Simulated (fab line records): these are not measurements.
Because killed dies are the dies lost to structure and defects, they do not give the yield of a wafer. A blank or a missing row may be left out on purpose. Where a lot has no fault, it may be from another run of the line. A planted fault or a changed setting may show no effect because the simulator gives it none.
What tool caused it? + flow nand harc + Sampling: 14 lots, 42 wafers, 4 of 1302 route steps

## WHAT THE GAUGES SHOWED, per wafer
No reading from a measuring or inspecting step in the record can be judged against a usual standard deviation.

## WHICH TOOL RAN EACH LOT (tool, then ch and the chambers of the sampled wafers, then the start)
| lot  | NHARC_A_CONTACT_ETCH_112             | NHARC_A_CONTACT_ETCH_113             | NHARC_A_CONTACT_ETCH_118             | NHARC_A_CONTACT_ETCH_119             |
|------|--------------------------------------|--------------------------------------|--------------------------------------|--------------------------------------|
| L744 | har cap etch-03 ch 0,1, day 21 23:17 | har cap etch-03 ch 0,1, day 21 23:28 | har cap etch-03 ch 0,1, day 22 00:19 | har cap etch-03 ch 0,1, day 22 00:29 |
| L748 | har cap etch-01 ch 0,1, day 23 00:23 | har cap etch-01 ch 0,1, day 23 00:33 | har cap etch-01 ch 0,1, day 23 01:24 | har cap etch-01 ch 0,1, day 23 01:34 |
| L749 | har cap etch-01 ch 0,1, day 23 07:52 | har cap etch-01 ch 0,1, day 23 08:02 | har cap etch-01 ch 0,1, day 23 08:53 | har cap etch-01 ch 0,1, day 23 09:04 |
| L747 | har cap etch-03 ch 0,1, day 23 07:58 | har cap etch-03 ch 0,1, day 23 08:08 | har cap etch-03 ch 0,1, day 23 08:59 | har cap etch-03 ch 0,1, day 23 09:09 |
| L751 | har cap etch-02 ch 0,1, day 24 12:10 | har cap etch-02 ch 0,1, day 24 12:21 | har cap etch-02 ch 0,1, day 24 13:12 | har cap etch-02 ch 0,1, day 24 13:22 |
| L752 | har cap etch-02 ch 0,1, day 25 02:22 | har cap etch-02 ch 0,1, day 25 02:32 | har cap etch-02 ch 0,1, day 25 03:23 | har cap etch-02 ch 0,1, day 25 03:34 |
| L754 | har cap etch-02 ch 0,1, day 25 17:11 | har cap etch-02 ch 0,1, day 25 17:21 | har cap etch-02 ch 0,1, day 25 18:13 | har cap etch-02 ch 0,1, day 25 18:23 |
| L753 | har cap etch-03 ch 0,1, day 25 18:03 | har cap etch-03 ch 0,1, day 25 18:13 | har cap etch-03 ch 0,1, day 25 19:04 | har cap etch-03 ch 0,1, day 25 19:14 |
| L755 | har cap etch-01 ch 0,1, day 26 11:01 | har cap etch-01 ch 0,1, day 26 11:11 | har cap etch-01 ch 0,1, day 26 12:02 | har cap etch-01 ch 0,1, day 26 12:12 |
| L759 | har cap etch-02 ch 0,1, day 28 10:01 | har cap etch-02 ch 0,1, day 28 10:11 | har cap etch-02 ch 0,1, day 28 11:02 | har cap etch-02 ch 0,1, day 28 11:13 |
| L762 | har cap etch-02 ch 0,1, day 29 00:47 | har cap etch-02 ch 0,1, day 29 00:57 | har cap etch-02 ch 0,1, day 29 01:48 | har cap etch-02 ch 0,1, day 29 01:58 |
| L763 | har cap etch-02 ch 0,1, day 29 18:44 | har cap etch-02 ch 0,1, day 29 18:58 | har cap etch-02 ch 0,1, day 29 20:06 | har cap etch-02 ch 0,1, day 29 20:20 |
| L764 | har cap etch-03 ch 0,1, day 30 10:47 | har cap etch-03 ch 0,1, day 30 10:58 | har cap etch-03 ch 0,1, day 30 11:49 | har cap etch-03 ch 0,1, day 30 11:59 |
| L765 | har cap etch-01 ch 0,1, day 32 00:32 | har cap etch-01 ch 0,1, day 32 00:43 | har cap etch-01 ch 0,1, day 32 01:34 | har cap etch-01 ch 0,1, day 32 01:44 |
- NHARC_A_CONTACT_ETCH_112: etches the open film in C4F8/O2/Ar, time 190 s, target depth 1850 nm.
- NHARC_A_CONTACT_ETCH_113: etches the open film in C4F8/O2/Ar, time 190 s, target depth 1850 nm.
- NHARC_A_CONTACT_ETCH_118: etches the open film in C4F8/O2/Ar, time 190 s, target depth 1850 nm.
- NHARC_A_CONTACT_ETCH_119: etches the open film in C4F8/O2/Ar, time 190 s, target depth 1850 nm.

## WHAT THE TOOLS THEMSELVES READ (means of the sampled wafers that have a number; where no wafer has one, the mark that the record gives instead)
NHARC_A_CONTACT_ETCH_112. Usual: chamber pressure mTorr 19.999 mTorr, standard deviation 0.018; oes air line au 1.005 a.u., standard deviation 0.02.
| lot  | tool            | chamber pressure mTorr (mTorr) | oes air line au (a.u.) | flag |
|------|-----------------|--------------------------------|------------------------|------|
| L744 | har cap etch-03 | 20.010                         | 0.998                  |      |
| L748 | har cap etch-01 | 20.002                         | 1.034                  |      |
| L749 | har cap etch-01 | 19.996                         | 0.990                  |      |
| L747 | har cap etch-03 | 19.987                         | 1.007                  |      |
| L751 | har cap etch-02 | 20.008                         | 1.031                  |      |
| L752 | har cap etch-02 | 20.003                         | 1.002                  |      |
| L754 | har cap etch-02 | -                              | -                      | OFF  |
| L753 | har cap etch-03 | -                              | -                      | OFF  |
| L755 | har cap etch-01 | 19.997                         | 1.015                  |      |
| L759 | har cap etch-02 | 20.002                         | 0.996                  |      |
| L762 | har cap etch-02 | 20.007                         | 1.000                  |      |
| L763 | har cap etch-02 | 20.001                         | 0.990                  |      |
| L764 | har cap etch-03 | 19.998                         | 1.016                  |      |
| L765 | har cap etch-01 | 19.989                         | 0.982                  |      |

NHARC_A_CONTACT_ETCH_113. Usual: chamber pressure mTorr 19.999 mTorr, standard deviation 0.019; oes air line au 1.001 a.u., standard deviation 0.019.
| lot  | tool            | chamber pressure mTorr (mTorr) | oes air line au (a.u.) | flag |
|------|-----------------|--------------------------------|------------------------|------|
| L744 | har cap etch-03 | 20.001                         | 0.991                  |      |
| L748 | har cap etch-01 | 20.006                         | 0.999                  |      |
| L749 | har cap etch-01 | 20.006                         | 1.007                  |      |
| L747 | har cap etch-03 | 19.992                         | 0.989                  |      |
| L751 | har cap etch-02 | 20.007                         | 0.999                  |      |
| L752 | har cap etch-02 | 20.006                         | 1.018                  |      |
| L754 | har cap etch-02 | 20.014                         | 1.016                  |      |
| L753 | har cap etch-03 | 19.990                         | 0.989                  |      |
| L755 | har cap etch-01 | 19.997                         | 0.986                  |      |
| L759 | har cap etch-02 | 20.001                         | 1.006                  |      |
| L762 | har cap etch-02 | 20.001                         | 1.020                  |      |
| L763 | har cap etch-02 | 20.001                         | 0.987                  |      |
| L764 | har cap etch-03 | 19.987                         | 0.984                  |      |
| L765 | har cap etch-01 | 19.987                         | 0.997                  |      |

NHARC_A_CONTACT_ETCH_118. Usual: chamber pressure mTorr 20.000 mTorr, standard deviation 0.017; oes air line au 1.001 a.u., standard deviation 0.021.
| lot  | tool            | chamber pressure mTorr (mTorr) | oes air line au (a.u.) | flag |
|------|-----------------|--------------------------------|------------------------|------|
| L744 | har cap etch-03 | 19.999                         | 0.996                  |      |
| L748 | har cap etch-01 | 20.008                         | 0.976                  |      |
| L749 | har cap etch-01 | 20.004                         | 1.008                  |      |
| L747 | har cap etch-03 | 20.007                         | 0.978                  |      |
| L751 | har cap etch-02 | 19.993                         | 1.009                  |      |
| L752 | har cap etch-02 | 19.998                         | 1.010                  |      |
| L754 | har cap etch-02 | 20.004                         | 0.998                  |      |
| L753 | har cap etch-03 | 20.001                         | 0.998                  |      |
| L755 | har cap etch-01 | 19.999                         | 0.986                  |      |
| L759 | har cap etch-02 | 20.006                         | 1.035                  |      |
| L762 | har cap etch-02 | 19.999                         | 0.998                  |      |
| L763 | har cap etch-02 | 20.011                         | 1.006                  |      |
| L764 | har cap etch-03 | 19.991                         | 1.008                  |      |
| L765 | har cap etch-01 | 20.005                         | 0.969                  |      |

NHARC_A_CONTACT_ETCH_119. Usual: chamber pressure mTorr 19.999 mTorr, standard deviation 0.018; oes air line au 1.003 a.u., standard deviation 0.021.
| lot  | tool            | chamber pressure mTorr (mTorr) | oes air line au (a.u.) | flag |
|------|-----------------|--------------------------------|------------------------|------|
| L744 | har cap etch-03 | 20.013                         | 1.018                  |      |
| L748 | har cap etch-01 | 19.995                         | 0.995                  |      |
| L749 | har cap etch-01 | 19.997                         | 0.994                  |      |
| L747 | har cap etch-03 | 20.025                         | 1.014                  |      |
| L751 | har cap etch-02 | 19.989                         | 1.025                  |      |
| L752 | har cap etch-02 | 19.983                         | 1.015                  |      |
| L754 | har cap etch-02 | 19.997                         | 0.998                  |      |
| L753 | har cap etch-03 | 20.005                         | 1.013                  |      |
| L755 | har cap etch-01 | 19.986                         | 1.013                  |      |
| L759 | har cap etch-02 | 19.998                         | 1.018                  |      |
| L762 | har cap etch-02 | 19.987                         | 0.986                  |      |
| L763 | har cap etch-02 | 20.010                         | 0.998                  |      |
| L764 | har cap etch-03 | 20.004                         | 1.009                  |      |
| L765 | har cap etch-01 | 19.991                         | 0.995                  |      |

## THE ANSWER, worked out from the rows above alone
Rule: a lot is off if the mean of its wafers that have a number lies more than 3 standard deviations from the usual mean. A lot without any number at a reading at which 4 lots or more have one is off too. The other lots that the step has rows for count as sound. Order of review: gauges by route order, followed by the tools' own readings, for which a lot's mean as printed above is used. The first step at which some lot is off is used, and at that step the reading that is off furthest; a lot without a number counts as furthest.
Off: L754, L753, at NHARC_A_CONTACT_ETCH_112 (chamber pressure mTorr). Without a number there: L754, L753.
If a tool, at that step or one of the process steps before it, ran each lot that is off and ran no sound lot following the first of them, it fits. Not one of the candidates tried fits.

## WHAT THE SIMULATOR PUT IN
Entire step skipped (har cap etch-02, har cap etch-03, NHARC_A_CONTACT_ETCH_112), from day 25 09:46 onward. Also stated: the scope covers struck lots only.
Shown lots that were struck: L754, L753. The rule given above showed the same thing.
